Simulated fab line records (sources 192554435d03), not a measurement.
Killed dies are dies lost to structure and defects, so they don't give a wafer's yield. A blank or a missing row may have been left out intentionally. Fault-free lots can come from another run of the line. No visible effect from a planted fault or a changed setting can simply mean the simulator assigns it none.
fab line records ; flow n5Finfet ; part 1 of 2: steps 1 to 19 of 29
record lots=5; wafers=15; lastDay=16
route steps=1938 shown HKMG_FIN@392
lots untouched by any fault: they come from a run of this same line in which no faults occurred
startH: start of the lot's first displayed wafer, in hours after the record's first day ; waitH: hours from the lot's prior step to this one ; " identical to the entry in the row above ; L1.1+2: a single row standing in for several wafers ; - no value present, or no start provided ; * or withheld: withheld ; < > ~ a bound
route shown NAME@n: NAME is a module with steps in the file, n the number in the route of the first one ; usual: average and standard deviation across the fault-free wafers ; same: alike in all rows ; chamber/n: place in a boat ; sites: readings site by site ; _std_site: the standard deviation of these ; _edge_site: mean of outer sites minus mean of inner sites ; radiusMm: for every site, how far away it sits from the centre of the wafer ; mask NAME#n: copy n ; behind: the tool/chamber that last shaped the wafer ; hold: cause of the lot's hold/its duration in hours/its outcome ; device: which transistor (n, p or np) failed to switch ; end of line: the tests these same wafers got at the end of their route ; where a step has no rows: the recipe by itself ; killed: dies that structure and defects cost at the first sort, which is not the same as the wafer's yield ; map: shows each die of a wafer: x if killed, . if not, _ if none is there
set.NAME: the setting as run; set.NAME@STEP: as run at that earlier step ; model.NAME: the simulator's own value behind a step, which no gauge read
a table for each step, a row for each wafer; lots at some steps of the route
services: the hour from which a tool's chamber was out of use, counted from the record's first day as startH (under 0 if before that day), plus the number of hours and why
## steps
# step N5_HKMG_FIN_COAT_43
# recipe resist=CAR-ArF; spinRpm=1500; resistThkNm=90
# usual dispensePressureKPa=49/3.8; resistLineTempC=22.99/0.11
lot.wafer;tool;chamber;startH;waitH;dispensePressureKPa;resistLineTempC
L074.2;lithoTrack-03;0;-;-;54;23.10
L074.3;lithoTrack-03;0;-;-;54;23.08
L074.4;lithoTrack-03;0;-;-;54;22.97
L075.1;lithoTrack-02;0;-;-;48;23.17
L075.3;lithoTrack-02;0;-;-;48;23.04
L075.4;lithoTrack-02;0;-;-;48;23.04
L081.1;lithoTrack-02;0;-;-;48;22.85
L081.4;lithoTrack-02;0;-;-;48;22.77
L081.6;lithoTrack-02;0;-;-;48;22.67
L087.3;lithoTrack-04;0;-;-;44;22.92
L087.5;lithoTrack-04;0;-;-;44;22.99
L087.6;lithoTrack-04;0;-;-;44;22.85
L088.2;lithoTrack-03;0;-;-;54;23.10
L088.4;lithoTrack-03;0;-;-;54;23.08
L088.6;lithoTrack-03;0;-;-;54;23.01
# step N5_HKMG_FIN_EBR_45
# recipe solvent=PGMEA; ebrWidthMm=1.5
# usual resistLineTempC=22.97/0.096
lot.wafer;tool;chamber;startH;waitH;resistLineTempC
L074.2;lithoTrack-03;0;-;-;22.87
L074.3;lithoTrack-03;0;-;-;22.95
L074.4;lithoTrack-03;0;-;-;22.77
L075.1;lithoTrack-02;0;-;-;22.92
L075.3;lithoTrack-02;0;-;-;23.03
L075.4;lithoTrack-02;0;-;-;22.87
L081.1;lithoTrack-02;0;-;-;22.96
L081.4;lithoTrack-02;0;-;-;22.79
L081.6;lithoTrack-02;0;-;-;23.11
L087.3;lithoTrack-04;0;-;-;23.05
L087.5;lithoTrack-04;0;-;-;22.90
L087.6;lithoTrack-04;0;-;-;23.01
L088.2;lithoTrack-03;0;-;-;23.05
L088.4;lithoTrack-03;0;-;-;22.96
L088.6;lithoTrack-03;0;-;-;23.11
# step N5_HKMG_FIN_SOFTBAKE_44
# recipe tempC=110; timeS=60; resist=CAR-ArF
# usual plateTempC=109.97/0.15; resistLineTempC=22.98/0.11
lot.wafer;tool;chamber;startH;waitH;plateTempC;resistLineTempC
L074.2;lithoTrack-03;0;-;-;109.87;23.04
L074.3;lithoTrack-03;0;-;-;109.75;22.99
L074.4;lithoTrack-03;0;-;-;109.78;22.80
L075.1;lithoTrack-02;0;-;-;109.97;23.03
L075.3;lithoTrack-02;0;-;-;110.30;22.90
L075.4;lithoTrack-02;0;-;-;109.95;23.10
L081.1;lithoTrack-02;0;-;-;109.92;23.02
L081.4;lithoTrack-02;0;-;-;109.93;22.87
L081.6;lithoTrack-02;0;-;-;109.88;22.81
L087.3;lithoTrack-04;0;-;-;110.05;22.85
L087.5;lithoTrack-04;0;-;-;110.21;22.94
L087.6;lithoTrack-04;0;-;-;110.21;22.83
L088.2;lithoTrack-03;0;-;-;109.54;23.05
L088.4;lithoTrack-03;0;-;-;109.92;23.19
L088.6;lithoTrack-03;0;-;-;109.93;23.18
# step N5_HKMG_FIN_EXPOSE_46
# recipe maskId=NDIPOLE; na=1.35; sourceShape=conventional; sigmaOuter=0.8; polarization=unpolarized; doseMj=40
# usual focusOffsetNm=0.0/0.61
lot.wafer;tool;chamber;startH;waitH;mask;focusOffsetNm
L074.2;arfiScanner-03;0;76.14;-;NDIPOLE#0;-0.8
L074.3;arfiScanner-03;0;76.14;-;NDIPOLE#0;-0.7
L074.4;arfiScanner-03;0;76.14;-;NDIPOLE#0;-0.3
L075.1;arfiScanner-01;0;82.49;-;NDIPOLE#0;0.2
L075.3;arfiScanner-01;0;82.49;-;NDIPOLE#0;0.1
L075.4;arfiScanner-01;0;82.49;-;NDIPOLE#0;0.1
L081.1;arfiScanner-02;0;112.29;-;NDIPOLE#0;0.2
L081.4;arfiScanner-02;0;112.29;-;NDIPOLE#0;-0.6
L081.6;arfiScanner-02;0;112.29;-;NDIPOLE#0;0.4
L087.3;arfiScanner-01;0;151.39;-;NDIPOLE#0;-1.0
L087.5;arfiScanner-01;0;151.39;-;NDIPOLE#0;-0.1
L087.6;arfiScanner-01;0;151.39;-;NDIPOLE#0;0.3
L088.2;arfiScanner-02;0;157.26;-;NDIPOLE#0;0.7
L088.4;arfiScanner-02;0;157.26;-;NDIPOLE#0;0.4
L088.6;arfiScanner-02;0;157.26;-;NDIPOLE#0;0.6
# step N5_HKMG_FIN_PEB_47
# recipe pebTempC=withheld; pebTimeS=60; resist=CAR-ArF
# usual resistLineTempC=22.99/0.11
lot.wafer;tool;chamber;startH;waitH;resistLineTempC
L074.2;lithoTrack-02;0;76.19;0.0;23.07
L074.3;lithoTrack-02;0;76.19;0.0;23.09
L074.4;lithoTrack-02;0;76.19;0.0;23.10
L075.1;lithoTrack-03;0;82.55;0.1;22.93
L075.3;lithoTrack-03;0;82.55;0.1;23.04
L075.4;lithoTrack-03;0;82.55;0.1;22.96
L081.1;lithoTrack-04;0;112.34;0.1;23.00
L081.4;lithoTrack-04;0;112.34;0.1;22.92
L081.6;lithoTrack-04;0;112.34;0.1;22.85
L087.3;lithoTrack-03;0;151.44;0.0;23.00
L087.5;lithoTrack-03;0;151.44;0.0;22.97
L087.6;lithoTrack-03;0;151.44;0.0;22.92
L088.2;lithoTrack-02;0;157.32;0.0;23.11
L088.4;lithoTrack-02;0;157.32;0.0;22.91
L088.6;lithoTrack-02;0;157.32;0.0;23.04
# step N5_HKMG_FIN_DEVELOP_48
# recipe developTimeS=30; developer=TMAH; resist=CAR-ArF; rinseLiquid=diw; dry=airSpin; devTempC=23
# usual developerTempC=23.03/0.11; resistLineTempC=23.00/0.094
lot.wafer;tool;chamber;startH;waitH;developerTempC;resistLineTempC
L074.2;lithoTrack-02;0;-;-;23.03;23.13
L074.3;lithoTrack-02;0;-;-;23.08;23.00
L074.4;lithoTrack-02;0;-;-;22.96;23.00
L075.1;lithoTrack-03;0;-;-;22.90;22.91
L075.3;lithoTrack-03;0;-;-;22.94;22.95
L075.4;lithoTrack-03;0;-;-;22.87;23.06
L081.1;lithoTrack-04;0;-;-;23.18;23.00
L081.4;lithoTrack-04;0;-;-;23.02;23.01
L081.6;lithoTrack-04;0;-;-;22.87;23.12
L087.3;lithoTrack-03;0;-;-;23.00;22.83
L087.5;lithoTrack-03;0;-;-;22.97;22.87
L087.6;lithoTrack-03;0;-;-;22.96;23.00
L088.2;lithoTrack-02;0;-;-;22.99;22.97
L088.4;lithoTrack-02;0;-;-;22.83;23.10
L088.6;lithoTrack-02;0;-;-;22.97;22.87
# step N5_HKMG_FIN_CD_MEAS_49
# recipe targetCdNm=202; landingEnergyEv=500; detector=seInlens; polarity=opening
# usual cdNm=202.1/0.9
lot.wafer;tool;chamber;startH;waitH;cdNm
L074.2;cdSem-02;0;76.26;-;202.9
L074.3;cdSem-02;0;76.26;-;201.9
L074.4;cdSem-02;0;76.26;-;202.7
L075.1;cdSem-01;0;82.62;-;200.9
L075.3;cdSem-01;0;82.62;-;201.3
L075.4;cdSem-01;0;82.62;-;201.9
L081.1;cdSem-01;0;112.41;-;202.0
L081.4;cdSem-01;0;112.41;-;203.5
L081.6;cdSem-01;0;112.41;-;201.6
L087.3;cdSem-01;0;151.50;-;202.0
L087.5;cdSem-01;0;151.50;-;201.8
L087.6;cdSem-01;0;151.50;-;200.7
L088.2;cdSem-02;0;157.38;-;203.1
L088.4;cdSem-02;0;157.38;-;204.6
L088.6;cdSem-02;0;157.38;-;203.9
# step N5_HKMG_FIN_OVL_MEAS_50
# recipe pointsPerWafer=44
# usual NDIPOLE_OVL=-0.3/0.73
lot.wafer;tool;chamber;startH;waitH;NDIPOLE_OVL[nm]
L074.2;overlay-02;0;76.29;0.0;-0.1
L074.3;overlay-02;0;76.29;0.0;-0.3
L074.4;overlay-02;0;76.29;0.0;0.5
L075.1;overlay-02;0;82.65;0.0;-0.6
L075.3;overlay-02;0;82.65;0.0;-0.2
L075.4;overlay-02;0;82.65;0.0;-0.7
L081.1;overlay-02;0;112.44;0.0;-0.3
L081.4;overlay-02;0;112.44;0.0;-0.4
L081.6;overlay-02;0;112.44;0.0;-0.7
L087.3;overlay-01;0;151.53;0.0;0.1
L087.5;overlay-01;0;151.53;0.0;-0.5
L087.6;overlay-01;0;151.53;0.0;-0.4
L088.2;overlay-01;0;157.42;0.0;-0.7
L088.4;overlay-01;0;157.42;0.0;-0.7
L088.6;overlay-01;0;157.42;0.0;-1.3
# step N5_HKMG_FIN_INSPECT_61
# recipe mode=adi; inspectInstrument=macro
# usual rawDefectCount=2.0/1.5
lot.wafer;tool;chamber;startH;waitH;rawDefectCount
L074.2;defectInspect-01;-;76.31;0.0;2
L074.3;defectInspect-01;-;76.31;0.0;1
L074.4;defectInspect-01;-;76.31;0.0;3
L075.1;defectInspect-01;-;82.67;0.0;5
L075.3;defectInspect-01;-;82.67;0.0;1
L075.4;defectInspect-01;-;82.67;0.0;2
L081.1;defectInspect-02;-;112.46;0.0;4
L081.4;defectInspect-02;-;112.46;0.0;0
L081.6;defectInspect-02;-;112.46;0.0;0
L087.3;defectInspect-02;-;151.56;0.0;1
L087.5;defectInspect-02;-;151.56;0.0;0
L087.6;defectInspect-02;-;151.56;0.0;4
L088.2;defectInspect-01;-;157.44;0.0;1
L088.4;defectInspect-01;-;157.44;0.0;4
L088.6;defectInspect-01;-;157.44;0.0;3
# step N5_HKMG_FIN_DESCUM_53
# recipe chemistry=O2; timeS=7.9; sourcePowerW=50; biasPowerW=20; pressureMtorr=20; rfFrequencyHz=2.712e+07; tempC=40; resist=CAR-ArF; o2FlowSccm=225
# usual drypumpMotorCurrentA=5.6/0.54; oesProductAu=0.78/0.083; rfVppV=243.6/1.3; showerheadPlenumPTorr=2.12/0.059; throttleValvePct=20.4/0.35
lot.wafer;tool;chamber;startH;waitH;drypumpMotorCurrentA;oesProductAu;rfHoursCounterH;rfVppV;showerheadPlenumPTorr;throttleValvePct
L074.2;rieDiel-02;1;76.35;0.0;5.7;0.80;97;242.6;2.13;20.8
L074.3;rieDiel-02;0;76.35;0.0;6.2;0.72;181;245.5;2.19;20.9
L074.4;rieDiel-02;3;76.35;0.0;5.3;0.69;214;243.5;2.17;20.8
L075.1;rieDiel-05;1;82.70;0.0;4.9;0.74;153;242.6;2.10;20.1
L075.3;rieDiel-05;0;82.70;0.0;6.3;0.83;86;242.4;1.99;20.0
L075.4;rieDiel-05;3;82.70;0.0;5.6;0.71;204;245.2;2.18;20.5
L081.1;rieDiel-05;2;112.50;0.0;5.9;0.89;34;242.6;2.05;20.2
L081.4;rieDiel-05;0;112.50;0.0;6.3;0.82;96;240.9;1.99;20.0
L081.6;rieDiel-05;2;112.50;0.0;5.9;0.89;-;241.9;2.05;20.2
L087.3;rieDiel-06;3;151.59;0.0;4.8;0.92;23;241.3;2.05;19.9
L087.5;rieDiel-06;0;151.59;0.0;5.3;0.75;-;243.0;2.14;20.4
L087.6;rieDiel-06;1;151.59;0.0;6.5;0.85;-;244.3;2.12;20.0
L088.2;rieDiel-05;3;157.47;0.0;5.6;0.70;227;245.7;2.17;20.6
L088.4;rieDiel-05;0;157.47;0.0;6.3;0.81;109;243.0;1.99;20.1
L088.6;rieDiel-05;1;157.47;0.0;4.9;0.72;-;245.1;2.09;20.2
# step N5_HKMG_FIN_ETCH_54
# recipe chemistry=CF4; target=SiARC; targetDepthA=455; maskMaterial=CAR-ArF; timeS=75.8; ionEnergyEv=80; pressureMtorr=40; sourceW=545; biasW=36; Ar_flow_sccm=100; cf4FlowSccm=100; ends=cleared
# usual drypumpMotorCurrentA=5.6/0.54; etchRfOnTimeS=76.9/2.4; oesProductAu=0.66/0.064; rfVppV=184.4/1.1; showerheadPlenumPTorr=2.16/0.047; throttleValvePct=15.6/0.31
lot.wafer;tool;chamber;startH;waitH;drypumpMotorCurrentA;etchRfOnTimeS;oesProductAu;rfHoursCounterH;rfVppV;showerheadPlenumPTorr;throttleValvePct
L074.2;rieDiel-02;1;76.38;0.0;5.7;75.4;0.69;97;185.1;2.15;15.7
L074.3;rieDiel-02;0;76.38;0.0;6.2;77.6;0.61;181;186.1;2.21;15.9
L074.4;rieDiel-02;3;76.38;0.0;5.3;77.1;0.60;214;185.1;2.21;16.0
L075.1;rieDiel-05;1;82.74;0.0;4.9;82.7;0.60;153;184.4;2.15;15.4
L075.3;rieDiel-05;0;82.74;0.0;6.3;76.2;0.70;86;182.4;2.08;15.5
L075.4;rieDiel-05;3;82.74;0.0;5.6;75.7;0.62;204;185.0;2.21;15.7
L081.1;rieDiel-05;2;112.53;0.0;5.9;77.6;0.75;34;183.5;2.11;15.4
L081.4;rieDiel-05;0;112.53;0.0;6.3;75.5;0.70;96;182.9;2.08;15.5
L081.6;rieDiel-05;2;112.53;0.0;5.9;77.5;0.76;-;183.0;2.10;15.4
L087.3;rieDiel-06;3;151.62;0.0;4.8;78.6;0.76;23;183.8;2.10;15.1
L087.5;rieDiel-06;0;151.62;0.0;5.3;77.5;0.64;-;186.2;2.22;15.8
L087.6;rieDiel-06;1;151.62;0.0;6.5;74.8;0.72;-;184.9;2.15;15.0
L088.2;rieDiel-05;3;157.51;0.0;5.6;74.7;0.60;227;185.1;2.20;15.7
L088.4;rieDiel-05;0;157.51;0.0;6.3;75.2;0.68;109;183.1;2.08;15.5
L088.6;rieDiel-05;1;157.51;0.0;4.9;81.4;0.59;-;183.7;2.14;15.5
# step N5_HKMG_FIN_ETCH_55
# recipe chemistry=N2/H2; target=SOC; targetDepthA=2400; tempC=40; timeS=300; ionEnergyEv=200; maskMaterial=SiARC; pressureMtorr=30; sourceW=840; biasW=150; n2FlowSccm=200; h2FlowSccm=200
# usual drypumpMotorCurrentA=5.6/0.54; oesProductAu=0.77/0.076; rfVppV=524.5/1.9; showerheadPlenumPTorr=2.57/0.069; throttleValvePct=17.8/0.33
lot.wafer;tool;chamber;startH;waitH;drypumpMotorCurrentA;oesProductAu;rfHoursCounterH;rfVppV;showerheadPlenumPTorr;throttleValvePct
L074.2;rieDiel-02;1;76.44;0.0;5.8;0.80;98;524.5;2.58;18.2
L074.3;rieDiel-02;0;76.44;0.0;6.2;0.72;181;524.7;2.64;18.1
L074.4;rieDiel-02;3;76.44;0.0;5.3;0.70;214;525.9;2.61;18.0
L075.1;rieDiel-05;1;82.79;0.0;4.9;0.69;153;524.8;2.55;17.6
L075.3;rieDiel-05;0;82.79;0.0;6.3;0.81;86;521.8;2.44;17.4
L075.4;rieDiel-05;3;82.79;0.0;5.6;0.71;204;526.2;2.62;17.7
L081.1;rieDiel-05;2;112.59;0.0;5.9;0.87;34;521.2;2.48;17.4
L081.4;rieDiel-05;0;112.59;0.0;6.3;0.82;96;522.0;2.43;17.5
L081.6;rieDiel-05;2;112.59;0.0;5.9;0.87;-;522.2;2.48;17.4
L087.3;rieDiel-06;3;151.68;0.0;4.8;0.89;23;521.9;2.49;17.3
L087.5;rieDiel-06;0;151.68;0.0;5.3;0.74;-;524.9;2.63;18.0
L087.6;rieDiel-06;1;151.68;0.0;6.5;0.83;-;525.3;2.60;17.5
L088.2;rieDiel-05;3;157.56;0.0;5.6;0.71;227;525.7;2.61;17.8
L088.4;rieDiel-05;0;157.56;0.0;6.3;0.80;109;521.3;2.43;17.5
L088.6;rieDiel-05;1;157.56;0.0;4.9;0.68;-;524.8;2.54;17.6
# step N5_HKMG_FIN_STRIP_56
# recipe chemistry=N2/H2; tempC=40; n2FlowSccm=200; h2FlowSccm=200; rfFrequencyHz=6e+07
lot.wafer;tool;chamber;startH;waitH
L074.2+3+4;rieDiel-02;1,0,3;76.62;0.1
L075.1+3+4;rieDiel-05;1,0,3;82.98;0.1
L081.1+4+6;rieDiel-05;2,0,2;112.77;0.1
L087.3+5+6;rieDiel-06;3,0,1;151.86;0.1
L088.2+4+6;rieDiel-05;3,0,1;157.75;0.1
# step N5_HKMG_FIN_STRIP_57
# recipe chemistry=CF4; resist=SiARC; powerW=300; biasPowerW=75; pressureMtorr=50; cf4FlowSccm=150; rfFrequencyHz=6e+07
# usual drypumpMotorCurrentA=5.6/0.54; oesProductAu=0.78/0.073; rfVppV=271.5/1.4; showerheadPlenumPTorr=1.80/0.04; throttleValvePct=13.5/0.32
lot.wafer;tool;chamber;startH;waitH;drypumpMotorCurrentA;oesProductAu;rfHoursCounterH;rfVppV;showerheadPlenumPTorr;throttleValvePct
L074.2;rieDiel-02;1;76.63;0.0;5.7;0.79;98;272.1;1.79;13.6
L074.3;rieDiel-02;0;76.63;0.0;6.2;0.73;181;274.1;1.84;13.9
L074.4;rieDiel-02;3;76.63;0.0;5.3;0.71;214;271.6;1.87;14.1
L075.1;rieDiel-05;1;82.99;0.0;4.9;0.73;153;271.1;1.79;13.4
L075.3;rieDiel-05;0;82.99;0.0;6.3;0.82;86;269.8;1.74;13.4
L075.4;rieDiel-05;3;82.99;0.0;5.6;0.72;204;270.2;1.86;13.7
L081.1;rieDiel-05;2;112.78;0.0;5.9;0.88;34;271.6;1.76;13.3
L081.4;rieDiel-05;0;112.78;0.0;6.3;0.81;96;270.1;1.74;13.5
L081.6;rieDiel-05;2;112.78;0.0;5.9;0.89;-;270.4;1.76;13.3
L087.3;rieDiel-06;3;151.87;0.0;4.8;0.90;23;272.3;1.77;13.1
L087.5;rieDiel-06;0;151.87;0.0;5.3;0.75;-;272.8;1.85;13.8
L087.6;rieDiel-06;1;151.87;0.0;6.5;0.82;-;270.9;1.79;13.0
L088.2;rieDiel-05;3;157.76;0.0;5.6;0.69;227;273.0;1.85;13.8
L088.4;rieDiel-05;0;157.76;0.0;6.3;0.80;109;267.8;1.73;13.5
L088.6;rieDiel-05;1;157.76;0.0;4.9;0.72;-;270.2;1.78;13.4
# step N5_HKMG_FIN_ETCH_58
# recipe chemistry=N2/H2; target=SOC; targetDepthA=2158; ionEnergyEv=50; biasW=13; timeS=741; pressureMtorr=30; sourceW=875; n2FlowSccm=200; h2FlowSccm=200
# usual drypumpMotorCurrentA=5.6/0.54; oesProductAu=0.77/0.076; rfVppV=99.2/0.89; showerheadPlenumPTorr=2.57/0.069; throttleValvePct=17.8/0.33
lot.wafer;tool;chamber;startH;waitH;drypumpMotorCurrentA;oesProductAu;rfHoursCounterH;rfVppV;showerheadPlenumPTorr;throttleValvePct
L074.2;rieDiel-02;1;76.65;0.0;5.8;0.80;98;99.2;2.58;18.1
L074.3;rieDiel-02;0;76.65;0.0;6.2;0.71;181;98.1;2.64;18.1
L074.4;rieDiel-02;3;76.65;0.0;5.3;0.69;214;100.1;2.61;18.0
L075.1;rieDiel-05;1;83.01;0.0;4.9;0.69;153;98.3;2.55;17.6
L075.3;rieDiel-05;0;83.01;0.0;6.3;0.82;86;97.5;2.44;17.4
L075.4;rieDiel-05;3;83.01;0.0;5.6;0.71;204;97.7;2.62;17.7
L081.1;rieDiel-05;2;112.80;0.0;5.9;0.87;34;99.4;2.48;17.4
L081.4;rieDiel-05;0;112.80;0.0;6.3;0.82;96;99.1;2.43;17.4
L081.6;rieDiel-05;2;112.80;0.0;5.9;0.87;-;99.1;2.48;17.4
L087.3;rieDiel-06;3;151.89;0.0;4.8;0.90;23;99.2;2.49;17.3
L087.5;rieDiel-06;0;151.89;0.0;5.3;0.74;-;100.2;2.63;17.9
L087.6;rieDiel-06;1;151.89;0.0;6.4;0.84;-;100.5;2.60;17.5
L088.2;rieDiel-05;3;157.78;0.0;5.6;0.71;227;98.4;2.61;17.7
L088.4;rieDiel-05;0;157.78;0.0;6.3;0.80;109;98.6;2.43;17.4
L088.6;rieDiel-05;1;157.78;0.0;4.9;0.69;-;98.9;2.54;17.6
# step N5_HKMG_FIN_STRIP_93
# recipe chemistry=N2/H2; material=SOC; timeS=20; powerW=500; tempC=40; pressureMtorr=50; rfFrequencyHz=6e+07; biasPowerW=8; h2Frac=0.5; n2FlowSccm=300; h2FlowSccm=300
# usual drypumpMotorCurrentA=5.6/0.54; oesProductAu=0.78/0.076; rfVppV=54.3/0.83; showerheadPlenumPTorr=3.39/0.088; throttleValvePct=19.0/0.51
lot.wafer;tool;chamber;startH;waitH;drypumpMotorCurrentA;oesProductAu;rfHoursCounterH;rfVppV;showerheadPlenumPTorr;throttleValvePct
L074.2;rieDiel-02;1;77.07;0.2;5.7;0.80;98;53.5;3.40;19.6
L074.3;rieDiel-02;0;77.07;0.2;6.2;0.71;181;54.9;3.48;19.2
L074.4;rieDiel-02;3;77.07;0.2;5.3;0.71;214;54.3;3.45;19.1
L075.1;rieDiel-05;1;83.43;0.2;4.9;0.70;153;54.0;3.37;18.9
L075.3;rieDiel-05;0;83.43;0.2;6.3;0.83;87;53.1;3.22;18.4
L075.4;rieDiel-05;3;83.43;0.2;5.6;0.71;205;52.8;3.45;18.8
L081.1;rieDiel-05;2;113.23;0.2;6.0;0.89;35;54.0;3.28;18.3
L081.4;rieDiel-05;0;113.23;0.2;6.3;0.82;96;54.8;3.22;18.4
L081.6;rieDiel-05;2;113.23;0.2;5.9;0.90;-;54.5;3.28;18.3
L087.3;rieDiel-06;3;152.32;0.2;4.8;0.88;24;55.5;3.29;18.6
L087.5;rieDiel-06;0;152.32;0.2;5.3;0.75;-;54.8;3.47;19.1
L087.6;rieDiel-06;1;152.32;0.2;6.5;0.84;-;53.4;3.43;19.0
L088.2;rieDiel-05;3;158.20;0.2;5.6;0.71;227;54.2;3.44;18.8
L088.4;rieDiel-05;0;158.20;0.2;6.3;0.81;109;55.7;3.21;18.4
L088.6;rieDiel-05;1;158.20;0.2;4.9;0.68;-;54.7;3.35;18.9
# step N5_HKMG_FIN_WET_ETCH_76
# recipe chemistry=dNH4OH; mix=1:50; tempC=25; target=Al2O3; stopOn=La2O3; targetDepthNm=2.25; dry=ipaMarangoni; rinseTimeS=30; rinseTempC=23
lot.wafer;tool;chamber;startH;waitH
L074.2+3+4;wetBench-02;7,2,0;77.16;0.1
L075.1+3+4;wetBench-04;5,6,4;83.51;0.1
L081.1+4+6;wetBench-02;1,0,6;113.31;0.1
L087.3+5+6;wetBench-02;3,1,4;152.40;0.1
L088.2+4+6;wetBench-04;6,2,7;158.29;0.1
# step N5_HKMG_FIN_STRIP_60
# recipe chemistry=N2/H2; powerW=2500; tempC=300; h2Frac=0.65; timeS=360; pressureMtorr=withheld; n2FlowSccm=1750; h2FlowSccm=3250
# usual drypumpMotorCurrentA=5.7/0.4; heaterPowerW=472/30
lot.wafer;tool;chamber;startH;waitH;drypumpMotorCurrentA;heaterPowerW;rfHoursCounterH
L074.2;plasmaAsher-01;0;77.22;0.0;5.5;435;89
L074.3;plasmaAsher-01;0;77.22;0.0;5.5;445;-
L074.4;plasmaAsher-01;1;77.22;0.0;5.4;457;-
L075.1;plasmaAsher-01;1;83.58;0.0;5.3;470;90
L075.3;plasmaAsher-01;0;83.58;0.0;5.6;431;-
L075.4;plasmaAsher-01;1;83.58;0.0;5.3;461;-
L081.1;plasmaAsher-01;1;113.38;0.0;5.3;460;97
L081.4;plasmaAsher-01;0;113.38;0.0;5.6;430;-
L081.6;plasmaAsher-01;1;113.38;0.0;5.3;472;-
L087.3;plasmaAsher-02;1;152.59;0.1;5.6;504;-
L087.5;plasmaAsher-02;0;152.59;0.1;6.4;479;-
L087.6;plasmaAsher-02;1;152.59;0.1;5.6;508;-
L088.2;plasmaAsher-02;0;158.35;0.0;6.4;488;45
L088.4;plasmaAsher-02;1;158.35;0.0;5.6;523;-
L088.6;plasmaAsher-02;0;158.35;0.0;6.4;486;-
# step N5_HKMG_FIN_WET_ETCH_77
# recipe chemistry=dHCl; mix=1:10000; tempC=25; target=La2O3; stopOn=HfO2; targetDepthNm=2
lot.wafer;tool;chamber;startH;waitH
L074.2+3+4;wetBench-02;2,5,7;77.61;0.3
L075.1+3+4;wetBench-06;0,3,7;83.97;0.3
L081.1+4+6;wetBench-02;4,3,5;113.77;0.3
L087.3+5+6;wetBench-06;2,5,6;152.85;0.1
L088.2+4+6;wetBench-04;4,3,2;158.74;0.3
